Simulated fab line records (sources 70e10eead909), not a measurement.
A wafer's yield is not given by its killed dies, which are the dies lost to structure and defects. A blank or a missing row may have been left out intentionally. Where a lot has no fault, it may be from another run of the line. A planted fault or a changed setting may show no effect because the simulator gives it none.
Which tool was responsible? + flow nand harc + 7 lots, 21 wafers sampled, at 3 steps of a route of 1159

## WHAT THE GAUGES READ, wafer by wafer
NHARC_P_BONDPAD_OVL_MEAS_38.
| lot  | measured     | on         | overlay x nm (nm) |
|------|--------------|------------|-------------------|
| L722 | day 7 04:10  | overlay-01 | 5 6 5             |
| L724 | day 7 07:26  | overlay-02 | -3 -3 -3          |
| L726 | day 8 05:32  | overlay-02 | 11 11 11          |
| L735 | day 10 12:14 | overlay-01 | -1 -2 -2          |
| L736 | day 10 22:34 | overlay-01 | -10 -10 -10       |
| L739 | day 11 12:46 | overlay-01 | 15 15 15          |
| L741 | day 11 19:43 | overlay-02 | -1 -1 -1          |

## TOOL THAT RAN EACH LOT (tool first, then ch and the chambers of the sampled wafers, then the start)
| lot  | NHARC_P_M1_PRE_CLEAN_30                 | NHARC_P_BONDPAD_SOFTBAKE_04       |
|------|-----------------------------------------|-----------------------------------|
| L722 | pvd sputter-03, day 7 03:00 or earlier  | litho track-03 ch 0, day 7 03:00  |
| L724 | pvd sputter-03, day 7 06:00 or earlier  | litho track-02 ch 0, day 7 06:00  |
| L726 | pvd sputter-02, day 8 05:00 or earlier  | litho track-02 ch 0, day 8 05:00  |
| L735 | pvd sputter-01, day 10 11:00 or earlier | litho track-03 ch 0, day 10 11:00 |
| L736 | pvd sputter-02, day 10 22:00 or earlier | litho track-02 ch 0, day 10 22:00 |
| L739 | pvd sputter-03, day 11 12:00 or earlier | litho track-03 ch 0, day 11 12:00 |
| L741 | pvd sputter-02, day 11 19:00 or earlier | litho track-02 ch 0, day 11 19:00 |
- NHARC_P_M1_PRE_CLEAN_30: time 30 s.
- NHARC_P_BONDPAD_SOFTBAKE_04: time 70 s.

## THE ANSWER, worked out from the rows above alone
Rule: usual is defined by the lots themselves. Put in order of their means at a reading, lots are off if they are a third of the lots or fewer, leave a main group of 4 or more, and stand apart from it by a gap of 3 or more times the standard deviation of the main group's means; of several such gaps the widest counts. If all means in a main group match to the digits the tables above print for the reading, that group is not used. A lot without any number at a reading at which 4 lots or more have one is off too. Where the step has rows for the other lots, those lots are counted as sound.
Across all readings shown, no lot is off: no conclusion can be drawn from this.

## WHAT THE SIMULATOR PUT IN
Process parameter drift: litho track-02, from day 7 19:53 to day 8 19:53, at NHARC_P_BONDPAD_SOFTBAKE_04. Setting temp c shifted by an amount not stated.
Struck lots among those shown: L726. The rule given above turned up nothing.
